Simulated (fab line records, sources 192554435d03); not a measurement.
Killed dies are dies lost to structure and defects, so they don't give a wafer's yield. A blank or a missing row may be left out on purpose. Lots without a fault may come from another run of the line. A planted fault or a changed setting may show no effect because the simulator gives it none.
Which tool did it? | flow n5_finfet | 24 lots, 72 wafers sampled, at 5 steps of a route of 1938

WHAT THE GAUGES READ, wafer by wafer
N5_BEOL_M14_OVL_MEAS_11.
lot  | measured     | on         | V13_OVL (nm)
L075 | day 13 20:56 | overlay-01 | -6 -4 2
L074 | day 14 04:34 | overlay-01 | -2 4 4
L076 | day 14 06:25 | overlay-01 | -3 2 11
L078 | day 14 08:25 | overlay-01 | -6 -3 0
L077 | day 14 23:56 | overlay-01 | -5 -1 -3
L079 | day 15 03:03 | overlay-02 | 2 -9 -1
L081 | day 15 23:10 | overlay-01 | -2 -1 -1
L084 | day 16 06:53 | overlay-02 | 10 -4 3
L082 | day 16 12:53 | overlay-01 | 2 -4 -5
L080 | day 16 18:18 | overlay-02 | 1 -5 6
L083 | day 17 00:23 | overlay-02 | 0 -8 0
L087 | day 17 03:52 | overlay-02 | 5 9 3
L085 | day 17 14:19 | overlay-02 | 1 8 2
L088 | day 17 18:43 | overlay-02 | 5 7 1
L089 | day 18 09:39 | overlay-02 | 0 1 -1
L090 | day 18 09:56 | overlay-02 | 0 -6 -5
L091 | day 18 12:47 | overlay-02 | -4 3 1
L093 | day 18 12:58 | overlay-02 | -4 -6 -9
L095 | day 18 19:08 | overlay-02 | 8 3 1
L086 | day 18 21:37 | overlay-01 | -1 -15 -5
L094 | day 19 10:02 | overlay-02 | 6 0 8
L092 | day 19 15:17 | overlay-01 | 1 0 10
L097 | day 19 21:46 | overlay-01 | 7 0 2
L096 | day 19 22:20 | overlay-01 | -1 -6 2

N5_BEOL_M15_CD_MEAS_10: target cd 360 nm.
lot  | measured     | on        | cd_nm (nm)
L075 | day 14 02:03 | cd_sem-03 | 362.1 361.2 361.8
L074 | day 14 09:01 | cd_sem-03 | 358.5 361.4 360.1
L076 | day 14 14:43 | cd_sem-02 | 358.9 357.6 358.1
L078 | day 14 15:02 | cd_sem-01 | 360.2 361.1 358.2
L077 | day 15 04:00 | cd_sem-02 | 359.7 358.2 356.0
L079 | day 15 09:18 | cd_sem-01 | 360.1 361.6 358.5
L081 | day 16 06:27 | cd_sem-01 | 361.2 360.7 358.8
L084 | day 16 13:25 | cd_sem-03 | 356.4 356.8 359.5
L082 | day 16 18:11 | cd_sem-01 | 359.7 360.5 360.1
L080 | day 16 23:20 | cd_sem-01 | 359.9 359.8 361.0
L083 | day 17 09:35 | cd_sem-02 | 356.7 357.1 360.0
L087 | day 17 09:44 | cd_sem-01 | 359.2 364.0 360.4
L085 | day 17 18:16 | cd_sem-03 | 361.8 360.7 357.4
L088 | day 17 23:23 | cd_sem-03 | 359.3 360.3 361.0
L089 | day 18 14:38 | cd_sem-01 | 357.8 357.9 361.7
L090 | day 18 15:28 | cd_sem-02 | 359.0 358.5 361.0
L091 | day 18 21:47 | cd_sem-02 | 359.5 357.1 356.3
L093 | day 18 22:07 | cd_sem-01 | 358.3 362.2 358.7
L095 | day 19 00:59 | cd_sem-03 | 358.4 361.1 361.4
L086 | day 19 04:07 | cd_sem-01 | 360.2 359.6 358.5
L094 | day 19 15:47 | cd_sem-03 | 361.2 361.7 357.6
L092 | day 19 22:48 | cd_sem-02 | 359.8 357.6 356.4
L097 | day 20 04:23 | cd_sem-02 | 358.7 359.4 361.4
L096 | day 20 06:04 | cd_sem-02 | 362.5 361.8 361.7

WHICH TOOL RAN EACH LOT (tool, then ch and the chambers of the sampled wafers, then the start)
lot  | N5_BEOL_M14_DESCUM_15              | N5_BEOL_M14_SPUTTER_44       | N5_BEOL_M14_DEP_53
L075 | rie_diel-05 ch 1,2,3, day 13 20:59 | pvd_sputter-03, day 13 23:38 | pecvd-03 ch 1,2, day 14 01:11
L074 | rie_diel-03 ch 0,2,3, day 14 04:43 | pvd_sputter-02, day 14 07:10 | pecvd-03 ch 0,1,2, day 14 08:13
L076 | rie_diel-05 ch 1,2, day 14 06:38   | pvd_sputter-01, day 14 10:57 | pecvd-02 ch 1,2, day 14 13:55
L078 | rie_diel-02 ch 0,1,3, day 14 08:28 | pvd_sputter-03, day 14 11:06 | pecvd-01 ch 0,1,2, day 14 14:21
L077 | rie_diel-03 ch 0,1,2, day 14 23:59 | pvd_sputter-01, day 15 02:17 | pecvd-01 ch 1,2, day 15 03:19
L079 | rie_diel-03 ch 0,3, day 15 03:33   | pvd_sputter-02, day 15 07:27 | pecvd-02 ch 0,1,2, day 15 08:30
L081 | rie_diel-05 ch 0,1, day 15 23:13   | pvd_sputter-02, day 16 04:36 | pecvd-02 ch 0,1,2, day 16 05:38
L084 | rie_diel-02 ch 2,3, day 16 07:18   | pvd_sputter-01, day 16 11:31 | pecvd-03 ch 0,1,2, day 16 12:43
L082 | rie_diel-03 ch 0,1,2, day 16 12:56 | pvd_sputter-03, day 16 15:50 | pecvd-01 ch 0,1, day 16 17:04
L080 | rie_diel-05 ch 1,2, day 16 18:22   | pvd_sputter-02, day 16 21:19 | pecvd-02 ch 0,1,2, day 16 22:32
L083 | rie_diel-03 ch 1,3, day 17 00:26   | pvd_sputter-01, day 17 07:49 | pecvd-03 ch 0,2, day 17 08:53
L087 | rie_diel-05 ch 0,1,2, day 17 03:56 | pvd_sputter-02, day 17 07:53 | pecvd-01 ch 0,1,2, day 17 08:55
L085 | rie_diel-03 ch 1,3, day 17 14:23   | pvd_sputter-03, day 17 16:22 | pecvd-01 ch 1,2, day 17 17:27
L088 | rie_diel-03 ch 0,1,2, day 17 19:06 | pvd_sputter-03, day 17 21:37 | pecvd-03 ch 0,2, day 17 22:42
L089 | rie_diel-05 ch 0,3, day 18 09:52   | pvd_sputter-01, day 18 12:54 | pecvd-03 ch 0,1, day 18 13:57
L090 | rie_diel-02 ch 0,2,3, day 18 10:18 | pvd_sputter-03, day 18 13:40 | pecvd-01 ch 1,2, day 18 14:44
L091 | rie_diel-03 ch 0,1,3, day 18 13:03 | pvd_sputter-01, day 18 19:35 | pecvd-02 ch 0,2, day 18 21:06
L093 | rie_diel-03 ch 0,1,2, day 18 13:26 | pvd_sputter-03, day 18 20:24 | pecvd-03 ch 0,1,2, day 18 21:26
L095 | rie_diel-03 ch 0,2,3, day 18 19:20 | pvd_sputter-01, day 18 23:08 | pecvd-02 ch 0,1, day 19 00:10
L086 | rie_diel-03 ch 0,3, day 18 21:40   | pvd_sputter-01, day 19 02:23 | pecvd-01 ch 0,1, day 19 03:26
L094 | rie_diel-03 ch 1,2, day 19 10:23   | pvd_sputter-02, day 19 13:56 | pecvd-03 ch 0,1,2, day 19 14:58
L092 | rie_diel-02 ch 0,2,3, day 19 15:20 | pvd_sputter-03, day 19 20:56 | pecvd-02 ch 0,1,2, day 19 21:59
L097 | rie_diel-02 ch 0,3, day 19 22:22   | pvd_sputter-01, day 20 02:39 | pecvd-03 ch 0,2, day 20 03:41
L096 | rie_diel-03 ch 1,2, day 19 22:48   | pvd_sputter-03, day 20 03:39 | pecvd-02 ch 1,2, day 20 05:14
- N5_BEOL_M14_DESCUM_15: chemistry O2, time 7.9 s.
- N5_BEOL_M14_SPUTTER_44: material Ta, target thk 15 nm, time 24.19 s.
- N5_BEOL_M14_DEP_53: deposits SiCN from 3MS/NH3, target thk 50 nm, time 17.8 s.

WHAT THE TOOLS THEMSELVES READ (means of the sampled wafers that have a number; where no wafer has one, the mark that the record gives instead)
N5_BEOL_M14_DESCUM_15.
lot  | tool        | drypump_motor_current_A (A) | oes_product_au (a.u.) | rf_fwd_power_W (W) | rf_vpp_V (V) | showerhead_plenum_p_Torr (Torr) | throttle_valve_pct (%)
L075 | rie_diel-05 | 5.4                         | 0.82                  | 49.45              | 243.0        | 2.07                            | 20.06
L074 | rie_diel-03 | 5.6                         | 0.90                  | 49.30              | 244.4        | 2.17                            | 20.19
L076 | rie_diel-05 | 5.4                         | 0.90                  | 49.54              | 243.4        | 2.06                            | 19.90
L078 | rie_diel-02 | 5.9                         | 0.78                  | 49.51              | 244.1        | 2.15                            | 20.47
L077 | rie_diel-03 | 5.7                         | 0.85                  | 49.50              | 244.4        | 2.10                            | 20.36
L079 | rie_diel-03 | 5.3                         | 0.89                  | 49.48              | 243.1        | 2.11                            | 20.06
L081 | rie_diel-05 | 6.0                         | 0.89                  | 49.26              | 244.7        | 2.15                            | 20.31
L084 | rie_diel-02 | 6.6                         | 0.72                  | 49.46              | 242.2        | 2.06                            | 20.64
L082 | rie_diel-03 | 5.7                         | 0.84                  | 49.46              | 243.5        | 2.09                            | 20.40
L080 | rie_diel-05 | 5.4                         | 0.85                  | 49.37              | 243.3        | 2.05                            | 19.94
L083 | rie_diel-03 | 6.1                         | 0.83                  | 49.35              | 243.4        | 2.14                            | 20.37
L087 | rie_diel-05 | 5.8                         | 0.84                  | 49.53              | 243.3        | 2.11                            | 20.19
L085 | rie_diel-03 | 6.1                         | 0.83                  | 49.43              | 243.7        | 2.14                            | 20.37
L088 | rie_diel-03 | 5.7                         | 0.82                  | 49.32              | 241.8        | 2.09                            | 20.41
L089 | rie_diel-05 | 5.7                         | 0.90                  | 49.46              | 243.3        | 2.10                            | 20.10
L090 | rie_diel-02 | 6.2                         | 0.72                  | 49.65              | 243.5        | 2.12                            | 20.64
L091 | rie_diel-03 | 5.7                         | 0.81                  | 49.51              | 242.4        | 2.09                            | 20.32
L093 | rie_diel-03 | 5.7                         | 0.81                  | 49.45              | 243.0        | 2.09                            | 20.42
L095 | rie_diel-03 | 5.5                         | 0.84                  | 49.38              | 244.4        | 2.15                            | 20.24
L086 | rie_diel-03 | 5.6                         | 0.84                  | 49.35              | 244.8        | 2.15                            | 20.16
L094 | rie_diel-03 | 5.9                         | 0.81                  | 49.12              | 243.5        | 2.14                            | 20.57
L092 | rie_diel-02 | 6.2                         | 0.72                  | 49.74              | 244.2        | 2.12                            | 20.63
L097 | rie_diel-02 | 6.3                         | 0.72                  | 49.57              | 245.5        | 2.19                            | 20.73
L096 | rie_diel-03 | 5.9                         | 0.80                  | 49.33              | 244.5        | 2.14                            | 20.58

N5_BEOL_M14_SPUTTER_44.
lot  | tool           | cathode_dc_power_W (W) | throttle_valve_pct (%)
L075 | pvd_sputter-03 | 14997                  | 29.6
L074 | pvd_sputter-02 | 15001                  | 30.6
L076 | pvd_sputter-01 | 15002                  | 29.0
L078 | pvd_sputter-03 | 14999                  | 29.8
L077 | pvd_sputter-01 | 15001                  | 28.8
L079 | pvd_sputter-02 | 15000                  | 30.4
L081 | pvd_sputter-02 | 15000                  | 29.5
L084 | pvd_sputter-01 | 14999                  | 28.8
L082 | pvd_sputter-03 | 14997                  | 29.5
L080 | pvd_sputter-02 | 15000                  | 30.1
L083 | pvd_sputter-01 | 14998                  | 29.7
L087 | pvd_sputter-02 | 14996                  | 29.7
L085 | pvd_sputter-03 | 15000                  | 29.2
L088 | pvd_sputter-03 | 14999                  | 29.1
L089 | pvd_sputter-01 | 15002                  | 29.8
L090 | pvd_sputter-03 | 14998                  | 29.7
L091 | pvd_sputter-01 | 15000                  | 29.9
L093 | pvd_sputter-03 | 15002                  | 29.9
L095 | pvd_sputter-01 | 14998                  | 29.5
L086 | pvd_sputter-01 | 14999                  | 29.4
L094 | pvd_sputter-02 | 15001                  | 30.6
L092 | pvd_sputter-03 | 15001                  | 29.7
L097 | pvd_sputter-01 | 15001                  | 29.6
L096 | pvd_sputter-03 | 15001                  | 29.2

N5_BEOL_M14_DEP_53.
lot  | tool     | rf_fwd_power_W (W) | showerhead_plenum_p_Torr (Torr) | throttle_valve_pct (%)
L075 | pecvd-03 | 665.4              | 4.122                           | 17.8
L074 | pecvd-03 | 668.4              | 4.139                           | 18.1
L076 | pecvd-02 | 665.8              | 4.177                           | 17.4
L078 | pecvd-01 | 663.3              | 4.146                           | 16.7
L077 | pecvd-01 | 667.2              | 4.128                           | 16.6
L079 | pecvd-02 | 666.4              | 4.162                           | 17.2
L081 | pecvd-02 | 665.5              | 4.169                           | 16.9
L084 | pecvd-03 | 666.4              | 4.142                           | 18.0
L082 | pecvd-01 | 661.7              | 4.164                           | 16.9
L080 | pecvd-02 | 664.8              | 4.176                           | 17.0
L083 | pecvd-03 | 668.0              | 4.141                           | 18.2
L087 | pecvd-01 | 665.8              | 4.146                           | 16.7
L085 | pecvd-01 | 666.2              | 4.121                           | 16.5
L088 | pecvd-03 | 667.8              | 4.124                           | 18.1
L089 | pecvd-03 | 668.9              | 4.150                           | 17.5
L090 | pecvd-01 | 667.2              | 4.143                           | 16.7
L091 | pecvd-02 | 664.2              | 4.161                           | 16.9
L093 | pecvd-03 | 667.1              | 4.135                           | 17.8
L095 | pecvd-02 | 664.4              | 4.166                           | 17.0
L086 | pecvd-01 | 662.1              | 4.164                           | 16.9
L094 | pecvd-03 | 668.4              | 4.139                           | 17.8
L092 | pecvd-02 | 666.3              | 4.170                           | 17.2
L097 | pecvd-03 | 666.3              | 4.116                           | 18.2
L096 | pecvd-02 | 668.1              | 4.179                           | 17.4

THE ANSWER, worked out from the rows above alone
Rule: what is usual is taken from the lots themselves. Put in order of their means at a reading, lots are off if they are a third of the lots or fewer, leave a main group of 4 or more, and stand apart from it by a gap of 3 or more times the standard deviation of the main group's means; of several such gaps the widest counts. A main group whose means are all the same, to the digits that the tables above print for the reading, isn't used. A lot without any number at a reading at which 4 lots or more have one is off too. The other lots that the step has rows for count as sound. The gauges are gone through in route order, then the tools' own readings, and for those a lot's mean is taken as printed above. The first step at which some lot is off is used, and at that step the reading that is off furthest; a lot without a number counts as furthest.
No lot is off at any reading shown: from this, nothing can be told.

WHAT THE SIMULATOR HAD PUT IN
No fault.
